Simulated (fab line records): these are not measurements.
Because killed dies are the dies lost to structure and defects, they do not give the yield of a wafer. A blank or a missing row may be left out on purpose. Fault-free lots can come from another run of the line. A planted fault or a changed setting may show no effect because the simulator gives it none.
Matching of chambers + flow nand-harc + 4 sister chambers for NHARC_A_STAIRCASE_ETCH_271 on rie-diel-13
The step etches the open film in CF4/CHF3. 4 wafers are shown with their chamber, then 8 later ones without.

== WAFERS, EACH WITH ITS CHAMBER ==
| wafer  | chamber | showerhead-plenum-p-Torr (Torr) |
|--------|---------|---------------------------------|
| L078.4 | 2       | 1.66                            |
| L083.4 | 0       | 1.47                            |
| L083.5 | 3       | 1.63                            |
| L084.2 | 1       | 1.66                            |

== WAFERS WHOSE CHAMBER IS MISSING ==
| wafer  | showerhead-plenum-p-Torr (Torr) |
|--------|---------------------------------|
| L084.3 | 1.47                            |
| L084.4 | 1.63                            |
| L088.1 | 1.63                            |
| L088.3 | 1.65                            |
| L088.4 | 1.47                            |
| L095.2 | 1.65                            |
| L095.3 | 1.65                            |
| L095.6 | 1.62                            |

== CHAMBER TAKEN BY EACH ==
| wafer  | from the rows above          | in truth |
|--------|------------------------------|----------|
| L084.3 | 0                            | 0        |
| L084.4 | 3                            | 3        |
| L088.1 | 3                            | 3        |
| L088.3 | can't be placed: 1 or 2 or 3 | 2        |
| L088.4 | 0                            | 0        |
| L095.2 | can't be placed: 1 or 2 or 3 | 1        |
| L095.3 | can't be placed: 1 or 2 or 3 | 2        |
| L095.6 | 3                            | 3        |
Correctly placed: 5 of 8. Can't be placed from these rows: 3 (the true chamber is among the candidates in 3). Wrongly placed: 0.
How it was worked out, from the rows above alone: a wafer's distance from a chamber is the root of the sum, over the readings, of the square of ((its reading less the chamber's mean) divided by the reading's scatter). The wafer belongs to the nearest chamber; if the next one is less than 2 further off, it can't be placed. A chamber's mean is the mean of its shown wafers. The scatter: root of mean squared gap, hidden wafer to nearest shown wafer, with one shown wafer a chamber.
